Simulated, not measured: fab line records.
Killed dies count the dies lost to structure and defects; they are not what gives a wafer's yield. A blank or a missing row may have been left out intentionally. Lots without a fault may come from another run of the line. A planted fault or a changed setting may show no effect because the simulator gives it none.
Split-lot experiment	flow n5Finfet	39 wafers read across 7 lots, on a route 1938 steps long

## THE SPLIT ITSELF
At N5_PASSIVATION_AL_DEP_21 (deposits Al, target thk 2800 nm, time 170 s), the setting timeS was moved away from the recipe's 170 s on 12 of the 39 wafers read, by -58.1% to +45.2%. For the rest of the wafers, this setting stayed at what the recipe calls for.

The reading is taken at the split's own step.

## THE READING
Al_of_PASSIVATION_AL_DEP_21.thkNm (the simulator's own value, which no gauge read), in nm, at N5_PASSIVATION_AL_DEP_21 (deposits Al, target thk 2800 nm, time 170 s). No usual value for it is given in the file. The 27 wafers here that ran the recipe average 2802 nm, standard deviation 38 nm.

wafer	tool, chamber at the split	timeS as run, s	against the recipe	Al_of_PASSIVATION_AL_DEP_21.thkNm, nm	against lot-mates on the recipe
L081.1	pvdSputter-01, -	71.26	-58.1%	1217	-1636
L081.2	pvdSputter-01, -	71.26	-58.1%	1161	-1692
L081.3	pvdSputter-01, -	170	recipe	2819	-
L081.4	pvdSputter-01, -	170	recipe	2879	-
L081.5	pvdSputter-01, -	170	recipe	2860	-
L081.6	pvdSputter-01, -	71.26	-58.1%	1206	-1647
L083.1	pvdSputter-01, -	170	recipe	2817	-
L083.2	pvdSputter-01, -	170	recipe	2792	-
L083.3	pvdSputter-01, -	170	recipe	2767	-
L083.4	pvdSputter-01, -	170	recipe	2761	-
L083.5	pvdSputter-01, -	170	recipe	2770	-
L083.6	pvdSputter-01, -	170	recipe	2771	-
L084.1	pvdSputter-01, -	245	+44.1%	4025	+1216
L084.2	pvdSputter-01, -	245	+44.1%	4082	+1273
L084.3	pvdSputter-01, -	245	+44.1%	4095	+1286
L084.4	pvdSputter-01, -	170	recipe	2808	-
L084.5	pvdSputter-01, -	170	recipe	2820	-
L084.6	pvdSputter-01, -	170	recipe	2798	-
L086.1	pvdSputter-01, -	170	recipe	2892	-
L086.2	pvdSputter-01, -	170	recipe	2844	-
L086.3	pvdSputter-01, -	170	recipe	2799	-
L087.1	pvdSputter-02, -	170	recipe	2748	-
L087.2	pvdSputter-02, -	170	recipe	2791	-
L087.3	pvdSputter-02, -	170	recipe	2823	-
L087.4	pvdSputter-02, -	170	recipe	2822	-
L087.5	pvdSputter-02, -	170	recipe	2832	-
L087.6	pvdSputter-02, -	170	recipe	2774	-
L091.1	pvdSputter-02, -	237.5	+39.7%	3970	+1167
L091.2	pvdSputter-02, -	237.5	+39.7%	3893	+1090
L091.3	pvdSputter-02, -	237.5	+39.7%	3940	+1137
L091.4	pvdSputter-02, -	170	recipe	2792	-
L091.5	pvdSputter-02, -	170	recipe	2827	-
L091.6	pvdSputter-02, -	170	recipe	2790	-
L096.1	pvdSputter-02, -	246.9	+45.2%	4087	+1334
L096.2	pvdSputter-02, -	170	recipe	2755	-
L096.3	pvdSputter-02, -	246.9	+45.2%	4042	+1289
L096.4	pvdSputter-02, -	170	recipe	2764	-
L096.5	pvdSputter-02, -	246.9	+45.2%	4075	+1322
L096.6	pvdSputter-02, -	170	recipe	2739	-

FIT RESULTS
A straight line over all 39 wafers: Al_of_PASSIVATION_AL_DEP_21.thkNm changes by +28.1 nm for each +1% of timeS; r = +1.00; the points scatter about the line by 37 nm.
The same after taking each lot's own level away (the mean of its wafers on the recipe; 39 wafers): +28.6 nm for each +1%; r = +1.00; scatter 26 nm.
The reading moves by 1.7e+03 nm for the largest change in timeS, on that fit.
The span of the lots' own levels, 2752.7 to 2852.7 nm, comes to 2.6 times the standard deviation stated above.
Consequently the slope shifts little with the lot-to-lot level, the two slopes agreeing.
Check: for one of the wafers moved furthest among these (-58.1%), held out of the fit, the line's prediction against its lot-mates is -1.67e+03 nm. Against them it came out at -1.64e+03 nm.

## OTHER SPLITS APPLIED TO THESE WAFERS
Note: prior to the reading, these wafers also went through further splits. Each is held against what the fit with the lots' levels taken away leaves over:
other split on the same wafers	wafers away from the commonest value	r with Al_of_PASSIVATION_AL_DEP_21.thkNm (lot level and that fit taken away)
N5_BEOL_M11_TRENCH_ETCH_37 timeS	15	-0.14

## THE FILE'S OWN FIT
Al_of_PASSIVATION_AL_DEP_21.thkNm changes by +28.7 nm for each +1% of timeS, r = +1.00.
